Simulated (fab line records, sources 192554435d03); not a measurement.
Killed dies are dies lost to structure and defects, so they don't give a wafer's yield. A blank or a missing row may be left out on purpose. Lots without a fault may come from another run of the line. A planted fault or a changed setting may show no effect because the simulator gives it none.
fab line records | flow n5_finfet
record lots=9 wafers=27 last_day=18
route steps=1938 shown SD_EPI_P@303 SD_ACTIVATION@331 ILD0@338 BEOL_M4@1111 PASSIVATION@1936
lots that met no fault: from a run of the same line without faults
start_h: hours from the record's first day to the start of the lot's first wafer shown | wait_h: hours since the lot's step before | " the same as in the row above | L1.1+2: a row that stands for several wafers | - no value, or no start given | * or withheld: withheld | < > ~ a bound
route shown NAME@n: a module of which the file shows steps, and the number in the route of the first | usual: mean/standard deviation of fault-free wafers | same: alike in all rows | chamber/n: place in a boat | sites: the reading at each site | _std_site: their standard deviation | _edge_site: outer sites' mean less inner sites' | radius_mm: how far each site lies from the wafer's centre | mask NAME#n: copy n | behind: the tool/chamber that last shaped the wafer | hold: why the lot was held/for how many hours/how that ended | device: the transistor (n, p or np) that didn't switch | end of line: the same wafers' tests at the end of the route | a step without rows: its recipe alone | killed: dies lost to structure and defects at the first sort, not the wafer's yield | map: a wafer's dies, x killed, . not, _ none there
set.NAME: the setting as run; set.NAME@STEP: as run at that earlier step | model.NAME: the simulator's own value behind a step, which no gauge read
steps of the route over a sample of lots; a table a step, a row a wafer
services: from which hour (start_h, from the record's first day; less than 0 if before it) a tool's chamber was out of use, for how many hours, and why
## steps
# step N5_SD_EPI_P_CD_MEAS_09
# recipe target_cd_nm=240 landing_energy_ev=500 detector=se_inlens
# usual cd_nm=240.0/0.82
# columns lot.wafer tool chamber start_h wait_h cd_nm
L114.3 cd_sem-03 0 71.71 - 240.7
L114.4 " 0 " " 240.1
L114.6 " 0 " " 239.5
L116.1 cd_sem-03 0 80.16 - 241.3
L116.2 " 0 " " 242.0
L116.5 " 0 " " 239.5
L117.1 cd_sem-01 0 84.09 - 239.4
L117.3 " 0 " " 239.1
L117.5 " 0 " " 240.1
L122.2 cd_sem-02 0 116.44 - 238.8
L122.3 " 0 " " 238.9
L122.6 " 0 " " 238.6
L123.3 cd_sem-02 0 123.12 - 240.6
L123.5 " 0 " " 240.5
L123.6 " 0 " " 240.9
L124.2 cd_sem-03 0 129.74 - 239.6
L124.3 " 0 " " 240.6
L124.6 " 0 " " 239.7
L133.3 cd_sem-03 0 185.48 - 241.0
L133.5 " 0 " " 240.6
L133.6 " 0 " " 241.6
L134.3 cd_sem-01 0 186.23 - 238.8
L134.4 " 0 " " 240.1
L134.5 " 0 " " 240.1
L135.2 cd_sem-03 0 195.60 - 239.7
L135.4 " 0 " " 239.7
L135.5 " 0 " " 238.7
# step N5_SD_EPI_P_OVL_MEAS_10
# recipe points_per_wafer=44
# usual SD_P_BLK_OVL=0.1/0.69
# columns lot.wafer tool chamber start_h wait_h SD_P_BLK_OVL[nm]
L114.3 overlay-02 0 71.74 0.0 -0.2
L114.4 " 0 " " 0.4
L114.6 " 0 " " 0.5
L116.1 overlay-01 0 80.19 0.0 0.4
L116.2 " 0 " " 0.2
L116.5 " 0 " " 0.5
L117.1 overlay-01 0 84.12 0.0 -0.3
L117.3 " 0 " " 0.4
L117.5 " 0 " " 0.8
L122.2 overlay-01 0 116.47 0.0 -1.1
L122.3 " 0 " " 0.0
L122.6 " 0 " " 0.3
L123.3 overlay-02 0 123.14 0.0 -0.4
L123.5 " 0 " " -0.2
L123.6 " 0 " " -0.4
L124.2 overlay-01 0 129.76 0.0 -0.4
L124.3 " 0 " " -1.2
L124.6 " 0 " " 0.6
L133.3 overlay-01 0 185.50 0.0 0.0
L133.5 " 0 " " -0.3
L133.6 " 0 " " -0.2
L134.3 overlay-02 0 186.26 0.0 0.7
L134.4 " 0 " " 0.6
L134.5 " 0 " " 0.0
L135.2 overlay-01 0 195.63 0.0 0.4
L135.4 " 0 " " 0.5
L135.5 " 0 " " -0.2
# step N5_SD_ACTIVATION_LSA_01
# recipe temp_c=1080 time_s=0.0008 ambient=N2
# usual wafer_temp_C_max=1085.6/1.6
# columns lot.wafer tool chamber start_h wait_h wafer_temp_C_max
L114.3 laser_anneal-02 0 76.67 0.2 1083.6
L114.4 " 0 " " 1084.7
L114.6 " 0 " " 1085.1
L116.1 laser_anneal-02 0 84.26 0.2 1083.1
L116.2 " 0 " " 1085.2
L116.5 " 0 " " 1083.7
L117.1 laser_anneal-01 0 88.13 0.2 1086.9
L117.3 " 0 " " 1086.0
L117.5 " 0 " " 1089.7
L122.2 laser_anneal-02 0 120.58 0.2 1097.8
L122.3 " 0 " " 1101.0
L122.6 " 0 " " 1099.7
L123.3 laser_anneal-02 0 127.21 0.2 1098.3
L123.5 " 0 " " 1098.4
L123.6 " 0 " " 1097.5
L124.2 laser_anneal-01 0 134.94 0.2 1087.8
L124.3 " 0 " " 1087.0
L124.6 " 0 " " 1085.4
L133.3 laser_anneal-02 0 189.57 0.2 1085.3
L133.5 " 0 " " 1084.1
L133.6 " 0 " " 1083.1
L134.3 laser_anneal-01 0 191.63 0.2 1085.7
L134.4 " 0 " " 1086.4
L134.5 " 0 " " 1087.3
L135.2 laser_anneal-02 0 200.53 0.2 1084.8
L135.4 " 0 " " 1083.7
L135.5 " 0 " " 1084.1
# step N5_SD_ACTIVATION_RS_MEAS_03
# recipe thk_meas_gauge=four-point-probe
# usual RS_SD_N=21.95/0.28 RS_SD_P=56.1/0.84
# columns lot.wafer tool chamber start_h wait_h RS_SD_N[ohm/sq] RS_SD_P[ohm/sq]
L114.3 film_metro-02 - 76.85 0.2 22.18 56.3
L114.4 " - " " 22.19 56.7
L114.6 " - " " 21.98 55.8
L116.1 film_metro-01 - 84.46 0.2 21.61 56.0
L116.2 " - " " 21.64 56.1
L116.5 " - " " 21.65 56.1
L117.1 film_metro-02 - 88.33 0.2 21.72 55.4
L117.3 " - " " 21.57 55.4
L117.5 " - " " 21.32 56.4
L122.2 film_metro-01 - 120.77 0.2 20.56 55.6
L122.3 " - " " 20.78 55.4
L122.6 " - " " 20.49 55.3
L123.3 film_metro-01 - 127.39 0.2 20.55 56.3
L123.5 " - " " 20.40 55.6
L123.6 " - " " 20.35 55.1
L124.2 film_metro-02 - 135.13 0.2 22.08 54.9
L124.3 " - " " 21.79 54.1
L124.6 " - " " 22.08 54.2
L133.3 film_metro-01 - 189.76 0.2 22.08 57.1
L133.5 " - " " 22.03 56.9
L133.6 " - " " 22.53 55.7
L134.3 film_metro-01 - 191.81 0.2 22.33 57.8
L134.4 " - " " 22.40 57.1
L134.5 " - " " 22.18 57.7
L135.2 film_metro-01 - 200.72 0.2 21.61 57.1
L135.4 " - " " 21.43 56.2
L135.5 " - " " 21.54 56.7
# step N5_ILD0_CMP_03
# recipe stop_on=SiNx t_overpolish_s=1.9 post_cmp_clean=alkaline_brush down_force_psi=4.1491 platen_rpm=51.796 pad_velocity_m_s=1.0306 target_thk_nm=197.38
# usual edge_zone_pressure_frac=1.000/0.0052 motor_current_A=12.8/1 overpolish_run_s=1.900/0.0093 platen_rpm=51.80/0.039 slurry_flow_ml_min=150.0/0.45 time_to_endpoint_s=70/4.9
# columns lot.wafer tool chamber start_h wait_h edge_zone_pressure_frac motor_current_A overpolish_run_s platen_rpm slurry_flow_ml_min time_to_endpoint_s
L114.3 cmp-02 3 79.61 0.1 0.995 12.7 1.893 51.79 149.9 77
L114.4 " 0 " " 0.988 12.8 1.890 51.82 149.9 76
L114.6 " 1 " " 1.010 13.9 1.899 51.80 150.1 69
L116.1 cmp-04 2 87.23 0.1 1.008 13.1 1.902 51.76 150.0 65
L116.2 " 3 " " 0.993 13.7 1.907 51.73 150.6 73
L116.5 " 2 " " 1.005 12.9 1.903 51.83 150.8 67
L117.3 cmp-03 2 91.13 0.1 1.006 14.3 1.893 51.79 150.4 61
L117.1 " 0 " " 0.999 12.7 1.892 51.81 150.0 60
L117.5 " 1 " " 1.001 14.1 1.896 51.75 150.7 61
L122.2 cmp-02 3 123.49 0.0 1.001 13.3 1.896 51.84 149.4 76
L122.3 " 0 " " 1.008 13.6 1.894 51.76 149.4 79
L122.6 " 0 " " 1.013 13.1 1.890 51.82 150.5 76
L123.3 cmp-04 0 130.18 0.1 0.998 12.3 1.905 51.84 149.6 73
L123.5 " 1 " " 1.000 13.9 1.894 51.81 149.3 72
L123.6 " 2 " " 1.004 13.0 1.879 51.74 150.0 68
L124.2 cmp-03 3 139.01 0.1 0.997 11.1 1.907 51.80 150.9 67
L124.3 " 0 " " 0.998 12.6 1.881 51.83 150.0 63
L124.6 " 2 " " 0.996 13.4 1.920 51.75 150.8 67
L133.3 cmp-04 1 192.85 0.1 0.998 13.8 1.900 51.78 150.1 73
L133.6 " 0 " " 0.991 11.2 1.891 51.79 149.2 70
L133.5 " 1 " " 0.994 13.6 1.906 51.80 149.9 70
L134.3 cmp-02 2 194.87 0.0 1.008 10.9 1.911 51.79 149.3 61
L134.4 " 0 " " 0.996 12.5 1.889 51.83 150.3 67
L134.5 " 3 " " 1.000 12.4 1.908 51.78 150.4 66
L135.4 cmp-02 2 204.15 0.0 0.991 11.2 1.901 51.76 150.1 63
L135.2 " 0 " " 0.997 13.5 1.894 51.81 150.5 66
L135.5 " 3 " " 1.000 13.2 1.899 51.84 150.2 68
# step N5_BEOL_M4_RC_MEAS_101
# usual DIBL_N=36.9/1.7 DIBL_P=37.3/2.3 IOFF_N=0.16/0.033 IOFF_P=0.22/0.04 ION_N=673/12 ION_P=463/8 RC_DENSE_N=19.1/0.41 RC_N=15.6/0.32 RS_SD_N=28.5/0.37 SS_N=71.6/0.58 SS_P=73.4/0.74 VT_N=250/3.2 VT_P=-250/3.4
# columns lot.wafer tool chamber start_h wait_h DIBL_N[mV/V] DIBL_P[mV/V] IOFF_N[nA/um] IOFF_P[nA/um] ION_N[uA/um] ION_P[uA/um] RC_DENSE_N[ohm.um] RC_N[ohm.um] RS_SD_N[ohm/sq] SS_N[mV/dec] SS_P[mV/dec] VT_N[mV] VT_P[mV]
L114.3 prober-02 0 190.68 0.3 39.3 42.2 0.25 0.33 684 475 20.5 16.5 28.4 72.0 73.5 245 -245
L114.4 " 0 " " 38.8 40.3 0.20 0.28 681 465 19.2 15.7 28.3 71.8 74.5 248 -247
L114.6 " 0 " " 36.7 38.6 0.17 0.25 695 480 20.2 16.3 28.3 72.0 72.9 250 -247
L116.1 prober-01 0 194.08 0.0 38.5 38.0 0.19 0.23 677 456 19.4 15.8 27.9 72.2 73.7 247 -252
L116.2 " 0 " " 35.9 34.2 0.13 0.18 656 452 19.1 15.5 28.0 71.5 72.1 252 -255
L116.5 " 0 " " 35.7 33.9 0.14 0.17 658 446 19.0 15.5 27.8 71.7 72.0 253 -257
L117.1 prober-01 0 199.07 0.0 36.9 36.3 0.17 0.20 665 451 19.0 15.5 28.4 71.1 73.1 251 -252
L117.3 " 0 " " 34.3 33.5 0.14 0.17 684 461 19.3 15.7 28.1 70.8 73.1 250 -257
L117.5 " 0 " " 35.0 33.1 0.13 0.16 660 446 18.9 15.3 27.9 71.4 72.3 253 -257
L122.2 prober-02 0 225.60 0.2 38.1 39.1 0.21 0.30 693 487 18.2 14.7 27.0 71.6 73.9 245 -242
L122.3 " 0 " " 37.9 38.5 0.17 0.29 673 474 18.2 14.9 26.9 71.6 74.0 251 -245
L122.6 " 0 " " 37.3 37.2 0.16 0.25 677 471 17.3 14.2 26.9 71.4 72.9 251 -245
L123.3 prober-01 0 242.60 0.3 38.2 37.6 0.16 0.21 664 458 18.0 14.5 27.0 71.7 73.0 249 -251
L123.5 " 0 " " 37.5 38.4 0.16 0.24 675 470 17.7 14.2 26.6 71.3 73.5 249 -247
L123.6 " 0 " " 36.5 37.6 0.16 0.22 685 473 17.3 14.1 26.7 71.1 73.7 250 -247
L124.2 prober-01 0 256.41 0.2 36.9 36.1 0.15 0.25 664 464 19.1 15.7 28.7 70.8 72.6 251 -243
L124.3 " 0 " " 37.1 36.9 0.15 0.26 666 464 19.1 15.4 28.5 71.7 73.8 252 -248
L124.6 " 0 " " 37.4 37.8 0.17 0.28 686 474 18.7 15.1 28.4 71.7 72.7 249 -243
L134.3 prober-02 0 307.75 0.3 38.6 39.3 0.18 0.24 673 459 18.8 15.5 28.8 71.7 73.9 252 -252
L134.4 " 0 " " 39.3 39.4 0.18 0.23 669 459 19.0 15.6 28.9 72.6 74.4 251 -253
L134.5 " 0 " " 37.7 38.0 0.14 0.21 661 453 19.2 15.6 28.9 72.0 73.8 255 -255
L133.3 prober-01 0 308.31 0.3 34.2 36.0 0.12 0.19 669 467 19.7 16.2 28.5 71.6 72.4 256 -254
L133.5 " 0 " " 39.0 41.1 0.20 0.27 677 465 20.0 16.3 28.7 72.0 73.9 246 -248
L133.6 " 0 " " 36.4 37.0 0.14 0.21 667 464 20.1 16.4 29.2 71.3 73.9 254 -248
L135.2 prober-02 0 311.07 0.2 36.1 35.9 0.13 0.19 649 447 19.2 15.6 28.6 71.3 72.5 254 -250
L135.4 " 0 " " 38.0 37.9 0.15 0.22 676 464 19.1 15.5 28.5 71.4 73.6 252 -249
L135.5 " 0 " " 37.1 36.7 0.14 0.20 662 456 19.1 15.4 28.3 70.7 73.4 252 -253
# step N5_PASSIVATION_PROBE_49
# usual defect_limited_yield=91.2/1.3 killed_at_M0_to_M3=34/10 killed_at_M4_up=13/4.6 killed_at_contacts=13/5.5 killed_at_front_end=41/12 killed_at_other=2.8/2.4 killed_dies=104/16 killed_open=67/12 killed_short=33/7.2 sort_bin_5_function=5.1/0.86 sort_bin_6_memory=3.3/0.62 sort_n_pass=1076/16 sort_yield_pct=91.2/1.3
# same gross_dies=1180 killed_at_back_side=0 sort_bin_4_leakage[%]=0 sort_bin_8_speed[%]=0
# columns lot.wafer tool chamber start_h wait_h defect_limited_yield[%] killed_at_M0_to_M3 killed_at_M4_up killed_at_contacts killed_at_front_end killed_at_other killed_dies killed_open killed_short sort_bin_5_function[%] sort_bin_6_memory[%] sort_n_pass sort_yield_pct[%]
L117.3 prober-02 - 317.49 0.1 89.3 49 8 19 45 5 126 81 39 6.5 4.0 1054 89.3
# killed by level:class
L117.3 MOL_CONTACT_COAG:geometric_particle:open=14 BEOL_M3:geometric_particle:open=13 BEOL_M0_SAQP:geometric_particle:short=11 FIN_SAQP:geometric_particle:open=10 BEOL_M0_SAQP:geometric_particle:open=9 BEOL_M2:geometric_particle:open=7 BEOL_M1:geometric_particle:open=6 STARTING-WAFER:geometric_particle:short=6
## services
# columns tool chamber start_h hours kind
cmp-03 - 54.40 4.0 pm
cmp-03 - 58.40 - consumable_replace:conditioner
cmp-03 - 58.40 - consumable_replace:pad
cmp-04 - 63.76 2.9 pm
cmp-03 - 76.09 4.0 pm
laser_anneal-02 - 79.14 2.0 pm
cmp-04 - 83.76 1.3 repair
cmp-03 - 84.01 0.3 repair
cmp-02 - 84.60 2.7 repair
cmp-04 - 98.61 0.2 repair
laser_anneal-01 - 125.30 1.9 pm
cmp-02 - 126.23 4.0 pm
cmp-02 - 130.23 - consumable_replace:conditioner
cmp-02 - 130.23 - consumable_replace:pad
cmp-03 - 153.40 0.4 repair
cmp-02 - 161.57 13.1 pm
cmp-04 - 199.30 4.0 pm
cmp-04 - 203.30 - consumable_replace:conditioner
cmp-04 - 203.30 - consumable_replace:pad
laser_anneal-02 - 203.61 0.7 repair
## key
first_sign step=N5_SD_ACTIVATION_LSA_01 reading=wafer_temp_C_max direction=up sigmas=8.3 usual=* struck=*
effect step=N5_SD_ACTIVATION_RS_MEAS_03 reading=RS_SD_N direction=down sigmas=5.1 usual=21.95 struck=20.52
effect step=N5_BEOL_M4_RC_MEAS_101 reading=RS_SD_N direction=down sigmas=4.4 usual=28.5 struck=26.9
effect step=N5_BEOL_M4_RC_MEAS_101 reading=RC_N direction=down sigmas=3.7 usual=15.6 struck=14.4
effect step=N5_BEOL_M4_RC_MEAS_101 reading=RC_DENSE_N direction=down sigmas=3.3 usual=19.1 struck=17.8
met_at N5_SD_ACTIVATION_LSA_01
struck_lots L122,L123
baseline_loss step=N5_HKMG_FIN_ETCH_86 wafers=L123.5
not_acting_at N5_SD_EPI_P_CD_MEAS_09,N5_SD_EPI_P_OVL_MEAS_10,N5_ILD0_CMP_03
onset_between 84.26 120.58
fault kind=process_parameter_drift tool=laser_anneal-02 chamber=- onset_h=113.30 steps=N5_SD_ACTIVATION_LSA_01 channel=temp_c offset=* shape=step end_h=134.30 stated=*
# baseline_loss: these wafers lose ten dies or more at that step, a loss of the line's own and not of a fault; the sort's usual values leave them out
